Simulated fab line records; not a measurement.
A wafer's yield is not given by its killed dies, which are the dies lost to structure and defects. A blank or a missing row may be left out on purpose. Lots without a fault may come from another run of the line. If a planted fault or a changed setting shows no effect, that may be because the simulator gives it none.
fab line records	flow n5Finfet
record lots=5	wafers=12	lastDay=20
route steps=1938 shown MOL_CONTACT_COAG@523 BEOL_M4@1111 PASSIVATION@1936
lots that met no fault: from a run of the same line without faults
startH: hours from the record's opening day to when the first of the lot's shown wafers began	waitH: hours since the lot's step before	" the same as in the row above	L1.1+2: one row covering several wafers at once	- value missing, or start not given	* or withheld: withheld	< > ~ a bound
route shown NAME@n: a module of which the file shows steps, and the number in the route of the first	usual: average and standard deviation across the fault-free wafers	same: alike in all rows	chamber/n: place in a boat	sites: the reading at each site	_std_site: their standard deviation	_edge_site: inner sites' mean taken away from outer sites' mean	radiusMm: for every site, how far away it sits from the centre of the wafer	mask NAME#n: copy n	behind: the tool/chamber that last shaped the wafer	hold: what put the lot on hold/how long, in hours/how the hold closed	device: transistor that didn't switch, given as n, p or np	end of line: at the end of the route, the tests of the same wafers	a step given without rows: its recipe and nothing more	killed: count of dies lost to structure and defects at first sort (not the wafer's yield)	map: the dies of a wafer, with x for killed, . for not killed, _ for no die there
set.NAME: the setting that was run; set.NAME@STEP: the one run at that earlier step	model.NAME: the simulator's own value behind a step, which no gauge read
lots at selected steps of the route; one table per step, one row per wafer
services: when a tool's chamber went out of use (startH, in hours from the record's first day, below 0 if earlier), for how many hours, and the reason
## steps
# step N5_MOL_CONTACT_COAG_EXPOSE_05
# recipe maskId=CA	na=0.33	sourceShape=annular	sigmaInner=0.4	sigmaOuter=0.8	polarization=unpolarized	defocusNm=0	doseMj=38.25
# step N5_MOL_CONTACT_COAG_PEB_06
# recipe pebTempC=100	pebTimeS=60	resist=CAR-EUV
# step N5_MOL_CONTACT_COAG_DEVELOP_07
# recipe developTimeS=30	developer=TMAH	resist=CAR-EUV	rinseLiquid=surfactantRinse	dry=airSpin	devTempC=23
# step N5_MOL_CONTACT_COAG_DESCUM_13
# recipe chemistry=O2	timeS=7	sourcePowerW=50	biasPowerW=20	pressureMtorr=20	rfFrequencyHz=2.712e+07	tempC=40	resist=CAR-EUV	o2FlowSccm=225
# step N5_MOL_CONTACT_COAG_ETCH_59
# recipe chemistry=N2/H2	target=underlayer	targetDepthA=130	maskMaterial=CAR-EUV	timeS=10.4	ionEnergyEv=200	pressureMtorr=30	sourceW=840	biasW=150	n2FlowSccm=200	h2FlowSccm=200	ends=cleared
# step N5_MOL_CONTACT_COAG_ETCH_105
# recipe chemistry=CF4	target=SiARC	targetDepthA=156	maskMaterial=CAR-EUV	timeS=26	ionEnergyEv=80	pressureMtorr=40	sourceW=545	biasW=36	Ar_flow_sccm=100	cf4FlowSccm=100	ends=cleared
# step N5_MOL_CONTACT_COAG_ETCH_106
# recipe chemistry=N2/H2	target=SOC	targetDepthA=800	overetchA=160	maskMaterial=SiARC	tempC=40	timeS=120	ionEnergyEv=200	pressureMtorr=30	sourceW=840	biasW=150	n2FlowSccm=200	h2FlowSccm=200
# step N5_MOL_CONTACT_COAG_STRIP_107
# recipe chemistry=N2/H2	tempC=40	n2FlowSccm=200	h2FlowSccm=200	rfFrequencyHz=6e+07
# step N5_MOL_CONTACT_COAG_STRIP_108
# recipe chemistry=N2/H2	tempC=40	n2FlowSccm=200	h2FlowSccm=200	rfFrequencyHz=6e+07
# step N5_MOL_CONTACT_COAG_CONTACT_ETCH_14
# recipe chemistry=C4F6/O2	target=SiO2	targetDepthA=275	overetchA=85	maskMaterial=SOC	pressureMtorr=30	sourceW=370	biasW=185	Ar_flow_sccm=300	C4F6_flow_sccm=16	O2_flow_sccm=10	timeS=20	ionEnergyEv=259.6
# usual chamberPressureMTorr=29.999/0.026	drypumpMotorCurrentA=5.7/0.45	oesProductAu=0.65/0.065	rfVppV=691.4/2.4	runLengthS=43.1/0.38	showerheadPlenumPTorr=2.84/0.068	throttleValvePct=21.40/0.29
lot.wafer	tool	chamber	startH	waitH	chamberPressureMTorr	drypumpMotorCurrentA	oesProductAu	rfHoursCounterH	rfVppV	runLengthS	showerheadPlenumPTorr	throttleValvePct	model.SOC_of_MOL_CONTACT_COAG_COAT_103.thkNm
L587.2	rieDiel-05	3	119.40	0.0	29.975	5.4	0.61	186	690.2	43.4	2.86	21.71	78.8
L587.3	"	2	"	"	30.014	6.2	0.64	160	692.9	43.4	2.87	21.34	78.8
L587.6	"	1	"	"	30.011	6.5	0.62	-	689.4	43.5	2.75	21.43	78.8
L598.3	rieDiel-05	3	185.80	0.0	29.986	5.4	0.70	210	692.2	34.7	2.85	21.83	79.4
L598.6	"	3	"	"	29.965	5.4	0.60	-	692.7	42.9	2.85	21.74	78.6
L601.2	rieDiel-05	3	204.47	0.0	30.039	5.4	0.71	216	690.7	35.5	2.85	21.82	79.6
L601.6	"	2	"	"	30.012	6.3	0.62	-	694.6	43.8	2.86	21.39	78.8
L603.2	rieDiel-05	3	219.34	0.0	30.046	5.4	0.69	222	692.4	34.8	2.85	21.83	79
L603.4	"	1	"	"	30.025	6.5	0.60	229	686.8	43.7	2.73	21.49	78.4
L605.3	rieDiel-06	0	232.63	0.0	30.001	5.7	0.79	12	690.9	42.6	2.83	21.24	78.6
L605.4	"	1	"	"	30.037	5.8	0.63	161	689.9	43.5	2.77	21.51	78.8
L605.5	"	2	"	"	30.011	5.5	0.67	-	692.8	43.0	2.89	21.10	78.2
# step N5_MOL_CONTACT_COAG_STRIP_109
# recipe chemistry=C4F6/O2	resist=SiARC	rfFrequencyHz=6e+07
# step N5_MOL_CONTACT_COAG_ETCH_15
# recipe chemistry=CH3F/O2	target=SiNx	targetDepthA=70	maskMaterial=SOC	stopOn=Si:P	overEtchFrac=0.75	ionEnergyEv=120	pressureMtorr=30	sourceW=395	biasW=73	Ar_flow_sccm=150	CH3F_flow_sccm=30	O2_flow_sccm=20
# usual chamberPressureMTorr=29.999/0.027	drypumpMotorCurrentA=5.7/0.45	oesProductAu=0.56/0.056	rfVppV=295.0/2.8	showerheadPlenumPTorr=1.97/0.05	throttleValvePct=16.46/0.28
lot.wafer	tool	chamber	startH	waitH	chamberPressureMTorr	drypumpMotorCurrentA	oesProductAu	rfHoursCounterH	rfVppV	showerheadPlenumPTorr	throttleValvePct
L587.2	rieDiel-05	3	119.44	0.0	29.986	5.4	0.53	186	291.9	1.99	16.73
L587.3	"	2	"	"	30.013	6.2	0.55	160	296.8	1.99	16.40
L587.6	"	1	"	"	29.968	6.5	0.54	-	292.5	1.91	16.53
L598.3	rieDiel-05	3	185.83	0.0	29.949	5.4	0.26	210	292.4	1.98	16.76
L598.6	"	3	"	"	30.017	5.4	0.52	-	292.2	1.98	16.78
L601.2	rieDiel-05	3	204.51	0.0	29.986	5.4	0.26	216	291.8	1.98	16.77
L601.6	"	2	"	"	30.023	6.2	0.54	-	296.3	1.98	16.46
L603.2	rieDiel-05	3	219.38	0.0	30.015	5.4	0.26	222	291.4	1.97	16.77
L603.4	"	1	"	"	30.054	6.5	0.51	229	292.2	1.89	16.58
L605.3	rieDiel-06	0	232.67	0.0	30.047	5.7	0.69	12	298.4	1.97	16.23
L605.4	"	1	"	"	30.033	5.8	0.56	161	293.7	1.92	16.56
L605.5	"	2	"	"	29.991	5.5	0.58	-	294.6	2.01	16.17
# step N5_MOL_CONTACT_COAG_ETCH_110
# recipe chemistry=CF4/O2	target=Si	targetDepthA=25	timeS=8	pressureMtorr=100	sourceW=200	biasW=12	ionEnergyEv=60	Ar_flow_sccm=100	cf4FlowSccm=100	O2_flow_sccm=10
# usual chamberPressureMTorr=99.99/0.087	drypumpMotorCurrentA=5.7/0.45	oesProductAu=0.76/0.081	rfVppV=126.2/1.4	showerheadPlenumPTorr=2.19/0.052	throttleValvePct=10.9/0.3
lot.wafer	tool	chamber	startH	waitH	chamberPressureMTorr	drypumpMotorCurrentA	oesProductAu	rfHoursCounterH	rfVppV	showerheadPlenumPTorr	throttleValvePct	model.SOC_of_MOL_CONTACT_COAG_COAT_103.thkNm
L587.2	rieDiel-05	3	119.50	0.0	99.99	5.4	0.72	186	125.1	2.21	11.2	74
L587.3	"	2	"	"	99.96	6.3	0.76	160	125.2	2.22	10.9	74
L587.6	"	1	"	"	100.01	6.5	0.73	-	125.7	2.13	11.0	74
L598.3	rieDiel-05	3	185.89	0.0	99.97	5.5	0.70	210	124.5	2.20	11.2	74.6
L598.6	"	3	"	"	99.96	5.4	0.70	-	125.3	2.20	11.2	73.8
L601.2	rieDiel-05	3	204.57	0.0	99.92	5.4	0.70	216	123.5	2.20	11.3	74.8
L601.6	"	2	"	"	100.01	6.3	0.73	-	125.2	2.21	11.0	74
L603.2	rieDiel-05	3	219.44	0.0	100.07	5.4	0.70	222	124.2	2.20	11.3	74.4
L603.4	"	1	"	"	99.98	6.5	0.70	229	124.7	2.12	11.1	73.6
L605.3	rieDiel-06	0	232.73	0.0	100.06	5.7	0.94	12	127.9	2.19	10.5	73.8
L605.4	"	1	"	"	99.97	5.8	0.74	161	125.7	2.13	11.0	74
L605.5	"	2	"	"	99.96	5.6	0.78	-	127.0	2.23	10.6	73.4
# step N5_MOL_CONTACT_COAG_STRIP_98
# recipe chemistry=N2/H2	powerW=500	tempC=40	pressureMtorr=50	rfFrequencyHz=6e+07	overashFraction=0.3	biasPowerW=8	h2Frac=0.5	n2FlowSccm=300	h2FlowSccm=300
# step N5_MOL_CONTACT_COAG_CD_MEAS_99
# recipe targetCdNm=17.2	polarity=opening
# usual cdNm=17.2/0.32
lot.wafer	tool	chamber	startH	waitH	cdNm
L587.2	cdSem-01	-	119.62	-	17.7
L587.3	"	-	"	"	16.7
L587.6	"	-	"	"	17.3
L598.3	cdSem-02	-	186.02	-	-
L598.6	"	-	"	"	17.4
L601.2	cdSem-03	-	204.69	-	-
L601.6	"	-	"	"	17.1
L603.2	cdSem-01	-	219.56	-	-
L603.4	"	-	"	"	17.3
L605.3	cdSem-01	-	232.85	-	17.3
L605.4	"	-	"	"	17.1
L605.5	"	-	"	"	16.8
# step N5_MOL_CONTACT_COAG_IMPLANT_129
# recipe species=Ge	energyKev=3	doseCm2=6e+14	tiltDeg=0	rotationDeg=0
# step N5_MOL_CONTACT_COAG_PRECLEAN_111
# recipe chemistry=NF3:NH3	afsCycles=1	tempC=30	timeS=20	sublimationTempC=180	sublimationTimeS=60	pressureTorr=3	rfPowerW=30
# step N5_MOL_CONTACT_COAG_TI_SIL_19
# recipe material=Ti	targetThkA=42	tempC=200	chamberPressurePa=5	powerW=5000	timeS=15
# step N5_MOL_CONTACT_COAG_ALD_20
# recipe material=TiN	targetThkA=15	tempC=400	aldPrecursorFamily=TiCl4	aldCoReactant=NH3	pulseTimeS=1	purgeTimeS=3	coReactantPurgeTimeS=2	coReactantPulseTimeS=2	aldCycles=68	pressureTorr=3
# step N5_MOL_CONTACT_COAG_SIL_ANNEAL_21
# recipe tempC=550	timeS=60	ambient=N2
# step N5_MOL_CONTACT_COAG_PRE_CLEAN_141
# recipe gas=H2/He	timeS=60	tempC=300
# step N5_MOL_CONTACT_COAG_SPUTTER_143
# recipe material=Co	targetThkA=25	tempC=25	chamberPressurePa=0.2
# step N5_MOL_CONTACT_COAG_CO_FILL_22
# recipe material=Co	targetThkA=200	tempC=200	precursor=CCTBA/H2	pressureTorr=30
# step N5_MOL_CONTACT_COAG_ANNEAL_113
# recipe tempC=400	timeS=300	ambient=H2/N2
# step N5_MOL_CONTACT_COAG_PRE_CLEAN_142
# recipe gas=H2/He	timeS=60	tempC=300
# step N5_MOL_CONTACT_COAG_SPUTTER_130
# recipe material=Co	targetThkA=475	tempC=25	chamberPressurePa=0.5	powerW=3000
# step N5_MOL_CONTACT_COAG_PRECLEAN_125
# recipe chemistry=DIW	timeS=57.5	tempC=23
# step N5_MOL_CONTACT_COAG_SRD_126
# recipe dryTimeS=32	dry=n2Spin	spinRpm=1500
# step N5_MOL_CONTACT_COAG_CMP_23
# recipe stopOn=SiO2	tOverpolishS=1.5	postCmpClean=cuAlkaline	downForcePsi=2	platenRpm=50.289	padVelocityMS=1.0006	targetThkNm=0
# step N5_MOL_CONTACT_COAG_WET_ETCH_26
# recipe target=Co	targetDepthNm=13
# step N5_MOL_CONTACT_COAG_WET_ETCH_116
# recipe chemistry=SC1-inhibited	targetDepthNm=4.6	dry=ipaMarangoni	rinseTimeS=30	rinseTempC=23
# step N5_MOL_CONTACT_COAG_ALD_27
# recipe material=SiOC	targetThkA=170	tempC=400	aldPrecursorFamily=carbosiloxane	aldCoReactant=H2-plasma	pulseTimeS=1.5	timeS=2720	purgeTimeS=2	coReactantPurgeTimeS=2	aldCycles=340	pressureTorr=2
# step N5_MOL_CONTACT_COAG_CMP_28
# recipe stopOn=SiNx	tOverpolishS=0.85	postCmpClean=alkalineBrush	downForcePsi=4.15	platenRpm=51.8	padVelocityMS=1.0307	targetThkNm=14.522
# step N5_MOL_CONTACT_COAG_ALD_123
# recipe material=SiNx	targetThkA=50	tempC=400	aldPrecursorFamily=SiH2I2	aldCoReactant=N2/H2-plasma	pulseTimeS=1	purgeTimeS=2	coReactantPurgeTimeS=2	aldCycles=100	pressureTorr=2
# step N5_MOL_CONTACT_COAG_PECVD_31
# recipe material=SiO2	targetThkA=460	tempC=400	precursor=TEOS/O2	pressureTorr=6.5	rfW=withheld	teosFlowSccm=withheld	gas=O2	flowSccm=2650	timeS=8.9
# step N5_MOL_CONTACT_COAG_COAT_75
# recipe resist=SOC	tempC=250	timeS=60	spinRpm=1500	resistThkNm=60
# step N5_MOL_CONTACT_COAG_CD_MEAS_40
# recipe targetCdNm=25.1	landingEnergyEv=500	detector=seInlens	polarity=opening
# usual cdNm=25.08/0.22
lot.wafer	tool	chamber	startH	waitH	cdNm
L587.2	cdSem-03	0	129.20	-	25.10
L587.3	"	0	"	"	25.20
L587.6	"	0	"	"	25.19
L598.3	cdSem-01	0	196.43	-	-
L598.6	"	0	"	"	25.11
L601.2	cdSem-03	0	218.23	-	-
L601.6	"	0	"	"	25.19
L603.2	cdSem-02	0	233.06	-	-
L603.4	"	0	"	"	25.01
L605.3	cdSem-03	0	245.20	-	25.18
L605.4	"	0	"	"	25.22
L605.5	"	0	"	"	25.07
# step N5_BEOL_M4_RC_MEAS_101
# usual DIBL_N=35.9/1.2	DIBL_P=35.9/1.4	IOFF_N=0.149/0.02	IOFF_P=0.205/0.022	ION_N=671/8.8	ION_P=461/5.9	SS_N=71.4/0.51	SS_P=73.2/0.56	VT_N=250.6/2.5	VT_P=-250.1/2.3
lot.wafer	tool	chamber	startH	waitH	DIBL_N[mV/V]	DIBL_P[mV/V]	IOFF_N[nA/um]	IOFF_P[nA/um]	ION_N[uA/um]	ION_P[uA/um]	SS_N[mV/dec]	SS_P[mV/dec]	VT_N[mV]	VT_P[mV]
L587.2	prober-02	0	246.44	0.2	37.1	37.0	0.157	0.227	676	465	71.5	73.3	249.2	-246.5
L587.3	"	0	"	"	36.7	36.7	0.151	0.215	661	458	71.2	73.2	250.5	-248.7
L587.6	"	0	"	"	36.3	36.4	0.144	0.215	672	464	70.6	72.5	252.4	-246.3
L601.6	prober-01	0	303.74	0.8	36.6	37.3	0.185	0.233	665	460	72.6	73.6	249.1	-248.8
L598.6	prober-02	0	333.41	0.8	36.0	35.9	0.161	0.214	684	473	71.6	74.0	248.7	-246.9
L603.4	prober-02	0	340.27	0.5	36.9	37.1	0.156	0.223	673	460	71.5	73.9	247.9	-248.4
L605.3	prober-02	0	360.97	0.3	35.1	33.7	0.132	0.213	670	469	69.9	73.1	251.8	-249.2
L605.4	"	0	"	"	36.7	34.9	0.156	0.219	671	465	71.5	73.6	250.8	-249.6
L605.5	"	0	"	"	36.8	35.1	0.156	0.229	674	469	71.0	73.7	250.4	-248.8
# step N5_PASSIVATION_PROBE_49
# usual defectLimitedYield=91.1/1.4	killed_at_M0_to_M3=34/10	killed_at_M4_up=14/5.5	killedAtContacts=12/5.1	killedAtFrontEnd=41/12	killedAtOther=4/3.1	killedDies=105/17	killedOnRim=13/3.7	killedOpen=70/13	killedShort=33/7.6	sort_bin_5_function=5.3/0.98	sort_bin_6_memory=3.3/0.67	sortNPass=1075/17	sortYieldPct=91.1/1.4
# same grossDies=1180	killedAtBackSide=0	sort_bin_4_leakage[%]=0	sort_bin_8_speed[%]=0
lot.wafer	tool	chamber	startH	waitH	defectLimitedYield[%]	killed_at_M0_to_M3	killed_at_M4_up	killedAtContacts	killedAtFrontEnd	killedAtOther	killedDies	killedOnRim	killedOpen	killedShort	sort_bin_5_function[%]	sort_bin_6_memory[%]	sortNPass	sortYieldPct[%]
L601.2	prober-01	-	411.92	0.1	0	46	12	1061	54	7	1180	152	81	46	96.1	3.5	0	0
L601.6	prober-01	-	412.12	0.3	90.7	40	23	9	36	2	110	14	79	30	6.0	3.2	1070	90.7
L603.2	prober-01	-	451.61	0.1	0	33	8	1106	27	6	1180	152	52	27	96.8	3.1	0	0
L598.3	prober-02	-	452.23	0.1	0	37	8	1098	26	11	1180	152	64	30	96.4	3.3	0	0
# killed by level:class
L601.2 MOL_CONTACT_COAG:areaEtch=1053 FIN_SAQP:geometricParticle:short=12 BEOL_M3:geometricParticle:open=12 FIN_SAQP:geometricParticle:open=11 BEOL_M0_SAQP:geometricParticle:short=8 STI_FIN_REVEAL:geometricParticle:open=8 BEOL_M2:geometricParticle:open=8 MOL_CONTACT_COAG:geometricParticle:open=7
L601.6 BEOL_M4:geometricParticle:open=14 BEOL_M2:geometricParticle:open=10 STI_FIN_REVEAL:geometricParticle:open=7 MOL_CONTACT_COAG:geometricParticle:open=7 BEOL_M1:geometricParticle:open=7 BEOL_M0_SAQP:geometricParticle:open=6 BEOL_M3:geometricParticle:open=6 BEOL_M4:geometricParticle:short=5
L603.2 MOL_CONTACT_COAG:areaEtch=1097 BEOL_M3:geometricParticle:open=14 MOL_CONTACT_COAG:geometricParticle:open=6 BEOL_M0_SAQP:geometricParticle:open=6 SPACER0:geometricParticle:short=5 BEOL_M1:geometricParticle:open=4 FIN_SAQP:geometricParticle:short=3 DUMMY_GATE:geometricParticle:short=3
L598.3 MOL_CONTACT_COAG:areaEtch=1085 BEOL_M2:geometricParticle:open=13 FIN_SAQP:geometricParticle:open=12 BEOL_M0_SAQP:geometricParticle:open=9 MOL_CONTACT_COAG:geometricParticle:open=8 MOL_CONTACT_COAG:geometricParticle:short=5 BEOL_M0_SAQP:geometricParticle:short=5 BEOL_M3:geometricParticle:open=5
# map L598.3 (x killed, . not)
_________________xxxxxxxxxxxx________________
______________xxxxxxxxxxxxxxxxxx_____________
___________xxxxxxxxxxxxxxxxxxxxxxxx__________
__________xxxxxxxxxxxxxxxxxxxxxxxxxx_________
________xxxxxxxxxxxxxxxxxxxxxxxxxxxxxx_______
_______xxxxxxxxxxxxxxxxxxxxxxxxxxxxxxxx______
______xxxxxxxxxxxxxxxxxxxxxxxxxxxxxxxxxx_____
_____xxxxxxxxxxxxxxxxxxxxxxxxxxxxxxxxxxxx____
____xxxxxxxxxxxxxxxxxxxxxxxxxxxxxxxxxxxxxx___
___xxxxxxxxxxxxxxxxxxxxxxxxxxxxxxxxxxxxxxxx__
___xxxxxxxxxxxxxxxxxxxxxxxxxxxxxxxxxxxxxxxx__
__xxxxxxxxxxxxxxxxxxxxxxxxxxxxxxxxxxxxxxxxxx_
__xxxxxxxxxxxxxxxxxxxxxxxxxxxxxxxxxxxxxxxxxx_
_xxxxxxxxxxxxxxxxxxxxxxxxxxxxxxxxxxxxxxxxxxxx
_xxxxxxxxxxxxxxxxxxxxxxxxxxxxxxxxxxxxxxxxxxxx
_xxxxxxxxxxxxxxxxxxxxxxxxxxxxxxxxxxxxxxxxxxxx
_xxxxxxxxxxxxxxxxxxxxxxxxxxxxxxxxxxxxxxxxxxxx
_xxxxxxxxxxxxxxxxxxxxxxxxxxxxxxxxxxxxxxxxxxxx
_xxxxxxxxxxxxxxxxxxxxxxxxxxxxxxxxxxxxxxxxxxxx
_xxxxxxxxxxxxxxxxxxxxxxxxxxxxxxxxxxxxxxxxxxxx
_xxxxxxxxxxxxxxxxxxxxxxxxxxxxxxxxxxxxxxxxxxxx
__xxxxxxxxxxxxxxxxxxxxxxxxxxxxxxxxxxxxxxxxxx_
__xxxxxxxxxxxxxxxxxxxxxxxxxxxxxxxxxxxxxxxxxx_
___xxxxxxxxxxxxxxxxxxxxxxxxxxxxxxxxxxxxxxxx__
___xxxxxxxxxxxxxxxxxxxxxxxxxxxxxxxxxxxxxxxx__
____xxxxxxxxxxxxxxxxxxxxxxxxxxxxxxxxxxxxxx___
_____xxxxxxxxxxxxxxxxxxxxxxxxxxxxxxxxxxxx____
______xxxxxxxxxxxxxxxxxxxxxxxxxxxxxxxxxx_____
_______xxxxxxxxxxxxxxxxxxxxxxxxxxxxxxxx______
________xxxxxxxxxxxxxxxxxxxxxxxxxxxxxx_______
__________xxxxxxxxxxxxxxxxxxxxxxxxxx_________
___________xxxxxxxxxxxxxxxxxxxxxxxx__________
______________xxxxxxxxxxxxxxxxxx_____________
_________________xxxxxxxxxxxx________________
# map L601.2 (x killed, . not)
_________________xxxxxxxxxxxx________________
______________xxxxxxxxxxxxxxxxxx_____________
___________xxxxxxxxxxxxxxxxxxxxxxxx__________
__________xxxxxxxxxxxxxxxxxxxxxxxxxx_________
________xxxxxxxxxxxxxxxxxxxxxxxxxxxxxx_______
_______xxxxxxxxxxxxxxxxxxxxxxxxxxxxxxxx______
______xxxxxxxxxxxxxxxxxxxxxxxxxxxxxxxxxx_____
_____xxxxxxxxxxxxxxxxxxxxxxxxxxxxxxxxxxxx____
____xxxxxxxxxxxxxxxxxxxxxxxxxxxxxxxxxxxxxx___
___xxxxxxxxxxxxxxxxxxxxxxxxxxxxxxxxxxxxxxxx__
___xxxxxxxxxxxxxxxxxxxxxxxxxxxxxxxxxxxxxxxx__
__xxxxxxxxxxxxxxxxxxxxxxxxxxxxxxxxxxxxxxxxxx_
__xxxxxxxxxxxxxxxxxxxxxxxxxxxxxxxxxxxxxxxxxx_
_xxxxxxxxxxxxxxxxxxxxxxxxxxxxxxxxxxxxxxxxxxxx
_xxxxxxxxxxxxxxxxxxxxxxxxxxxxxxxxxxxxxxxxxxxx
_xxxxxxxxxxxxxxxxxxxxxxxxxxxxxxxxxxxxxxxxxxxx
_xxxxxxxxxxxxxxxxxxxxxxxxxxxxxxxxxxxxxxxxxxxx
_xxxxxxxxxxxxxxxxxxxxxxxxxxxxxxxxxxxxxxxxxxxx
_xxxxxxxxxxxxxxxxxxxxxxxxxxxxxxxxxxxxxxxxxxxx
_xxxxxxxxxxxxxxxxxxxxxxxxxxxxxxxxxxxxxxxxxxxx
_xxxxxxxxxxxxxxxxxxxxxxxxxxxxxxxxxxxxxxxxxxxx
__xxxxxxxxxxxxxxxxxxxxxxxxxxxxxxxxxxxxxxxxxx_
__xxxxxxxxxxxxxxxxxxxxxxxxxxxxxxxxxxxxxxxxxx_
___xxxxxxxxxxxxxxxxxxxxxxxxxxxxxxxxxxxxxxxx__
___xxxxxxxxxxxxxxxxxxxxxxxxxxxxxxxxxxxxxxxx__
____xxxxxxxxxxxxxxxxxxxxxxxxxxxxxxxxxxxxxx___
_____xxxxxxxxxxxxxxxxxxxxxxxxxxxxxxxxxxxx____
______xxxxxxxxxxxxxxxxxxxxxxxxxxxxxxxxxx_____
_______xxxxxxxxxxxxxxxxxxxxxxxxxxxxxxxx______
________xxxxxxxxxxxxxxxxxxxxxxxxxxxxxx_______
__________xxxxxxxxxxxxxxxxxxxxxxxxxx_________
___________xxxxxxxxxxxxxxxxxxxxxxxx__________
______________xxxxxxxxxxxxxxxxxx_____________
_________________xxxxxxxxxxxx________________
## services
tool	chamber	startH	hours	kind
rieDiel-05	0	111.47	-	clean
rieDiel-05	0	111.47	-	consumableReplace:focusRing
rieDiel-05	0	111.47	29.9	scheduledDown
rieDiel-05	0	111.47	29.9	ventCycle
rieDiel-05	-	156.79	2.8	pm
rieDiel-06	0	187.27	-	clean
rieDiel-06	0	187.27	-	consumableReplace:focusRing
rieDiel-06	0	187.27	16.8	scheduledDown
rieDiel-06	0	187.27	16.8	ventCycle
rieDiel-06	3	204.37	-	clean
rieDiel-06	3	204.37	-	consumableReplace:focusRing
rieDiel-06	3	204.37	20.5	scheduledDown
rieDiel-06	3	204.37	20.5	ventCycle
rieDiel-05	-	223.81	28.1	pm
## key
firstSign step=N5_MOL_CONTACT_COAG_CONTACT_ETCH_14	reading=runLengthS	direction=down	sigmas=21	usual=*	struck=*
effect step=N5_MOL_CONTACT_COAG_ETCH_15	reading=oesProductAu	direction=down	sigmas=5.3	usual=0.56	struck=0.26
effect step=N5_MOL_CONTACT_COAG_CD_MEAS_99	reading=cdNm	direction=missing
effect step=N5_MOL_CONTACT_COAG_CD_MEAS_40	reading=cdNm	direction=missing
effect step=N5_PASSIVATION_PROBE_49	reading=killedAtContacts	direction=up	sigmas=99+	usual=12	struck=1088
modelEffect step=N5_MOL_CONTACT_COAG_CONTACT_ETCH_14	value=SOC_of_MOL_CONTACT_COAG_COAT_103.thkNm	without=78.8	struck=79.33
modelEffect step=N5_MOL_CONTACT_COAG_ETCH_110	value=SOC_of_MOL_CONTACT_COAG_COAT_103.thkNm	without=74	struck=74.6
moreKillsBornAt N5_MOL_CONTACT_COAG_CONTACT_ETCH_14@rieDiel-05=3235
metAt N5_MOL_CONTACT_COAG_CONTACT_ETCH_14
struckWafers L598.3,L601.2,L603.2
laterRowsLeftOut L598.3,L601.2,L603.2
onsetBetween 119.40 185.80
fault kind=processParameterDrift	tool=rieDiel-05	chamber=-	onsetH=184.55	steps=N5_MOL_CONTACT_COAG_CONTACT_ETCH_14	channel=timeS	offset=*	shape=step	endH=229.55	scope=struckWafersOnly	actsIn=*	stated=*
# laterRowsLeftOut: the simulator's readings of these wafers behind a module that went badly wrong aren't trusted and aren't shown, but for the sort
